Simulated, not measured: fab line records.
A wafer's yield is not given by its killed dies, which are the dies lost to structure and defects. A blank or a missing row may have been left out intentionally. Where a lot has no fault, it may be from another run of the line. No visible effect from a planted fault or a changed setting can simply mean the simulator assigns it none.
Comparing a struck lot with a sound one ; flow n5_finfet ; 15 steps out of a route of 1938
Sound: these wafers, L700.1, L700.4, L700.6. Wafers struck: L699.2, L699.3, L699.6. Last of all comes the cause.
Order at every step that has rows: each side's tool, ch and its chambers, its first start. Under that, the readings that differ: sound wafers ; struck wafers ; difference of the means ; sigmas: that difference in standard deviations of wafers without a fault.
alike: same words and numbers on both sides, and readings whose means sit less than 2 such deviations apart. not compared: any withheld reading, any reading some wafer has no value for, any bound like >300 that may hide the same value, and any number with overlapping values for which the record gives no deviation.
The two part at a step that has a row with sigmas, a row that says differs or no value, or rows on one side only. Non-overlapping numbers with no deviation appear without sigmas and do not part them. Lack of a reading on every wafer of one side parts them only where that side has two or more wafers.

first, 2 steps without rows for these wafers: N5_BEOL_M15_SPUTTER_43 (material TaN, target thk 15 nm, time 24.19 s); N5_BEOL_M15_SPUTTER_44 (material Ta, target thk 15 nm, time 24.19 s).
N5_BEOL_M15_SPUTTER_45: material Cu, target thk 100 nm, time 16.67 s.
  sound on pvd_sputter-03 at day 15 19:56; struck on pvd_sputter-03 at day 16 09:25
  alike: chuck_gas_flow_sccm, throttle_valve_pct
then, 1 step without rows for these wafers: N5_BEOL_M15_ECD_47 (material Cu, target thk 1860 nm).
N5_BEOL_M15_ANNEAL_48: time 90 s.
  sound on rtp_anneal-02 ch 0, day 15 20:19; struck on rtp_anneal-01 ch 0, day 16 09:56
  alike: wafer_temp_C_max
N5_BEOL_M15_CMP_49: polishes, stops on SiO2, t overpolish 4.9 s, target thk 850 nm.
  sound on cmp-02 ch 1,2, day 15 20:37; struck on cmp-01 ch 0,2,3, day 16 10:13
  alike: barrier_field_endpoint_s, motor_current_A, overpolish_run_s
N5_BEOL_M15_THK_MEAS_50: measures by xrf.
  sound on film_metro-01 at day 15 20:55; struck on film_metro-02 at day 16 10:29
  alike: M15_THK
then, 1 step without rows for these wafers: N5_BEOL_M15_PRE_CLEAN_52 (time 15 s).
N5_BEOL_M15_DEP_53: deposits SiCN from 3MS/NH3, target thk 50 nm, time 17.8 s.
  sound on pecvd-01 ch 1,2, day 15 20:58; struck on pecvd-04 ch 0,1, day 16 10:32
  alike: showerhead_plenum_p_Torr, showerhead_vpp_V, throttle_valve_pct
N5_BEOL_M15_RS_MEAS_54: the measuring method here is four-point-probe.
  sound on film_metro-02 at day 15 21:02; struck on film_metro-02 at day 16 10:37
  alike: M15_RS
N5_BEOL_M15_INSPECT_55: inspects for defects (darkfield).
  sound on defect_inspect-02 at day 15 21:04; struck on defect_inspect-02 at day 16 10:38
reading;sound;struck;difference;sigmas
raw_defect_count;39 34 45;76 87 101;+49;+2
N5_BEOL_M15_RC_MEAS_101:
  sound on prober-02 ch 0, day 15 21:05; struck on prober-02 ch 0, day 16 10:49
  alike: COMB_M10, COMB_M11, COMB_M12, COMB_M13, COMB_M14, COMB_M15, COMB_M5, COMB_M6, COMB_M7, COMB_M8, COMB_M9, SERP_M10, SERP_M11, SERP_M12, SERP_M13, SERP_M14, SERP_M5, SERP_M6, SERP_M7, SERP_M8, SERP_M9
N5_PASSIVATION_PECVD_00: deposits SiO2 from SiH4/N2O, target thk 200 nm, time 11.2 s.
  sound on pecvd-02 ch 0,2, day 15 22:03; struck on pecvd-04 ch 0,2, day 16 11:37
  no value came back on the struck wafers for any of 6 readings (chamber_pressure_Torr (Torr), heater_power_outer_w (W) and others); on the sound wafers chamber_pressure_Torr (Torr) reads 2.697 2.704 2.699
N5_MIM_BOT_DEGAS_01: time 60 s.
  sound on pvd_sputter-02 at day 15 23:57; struck on pvd_sputter-02 at day 16 13:17
  alike: heater_power_w
N5_PASSIVATION_PROBE_49:
  sound on prober-01 at day 16 13:25; struck on prober-01 at day 17 01:45
  alike: defect_limited_yield, killed_at_M0_to_M3, killed_at_M4_up, killed_at_contacts, killed_at_front_end, killed_at_other, killed_dies, killed_on_rim, killed_open, killed_short, sort_bin_5_function, sort_bin_6_memory, sort_n_pass, sort_yield_pct

== WHERE THEY PART ==
Last at N5_PASSIVATION_PECVD_00 as far as this record goes, first at N5_BEOL_M15_INSPECT_55. Later steps at which nothing parts them and some readings are alike: N5_MIM_BOT_DEGAS_01, N5_PASSIVATION_PROBE_49.

WHY: the cause the simulator had injected
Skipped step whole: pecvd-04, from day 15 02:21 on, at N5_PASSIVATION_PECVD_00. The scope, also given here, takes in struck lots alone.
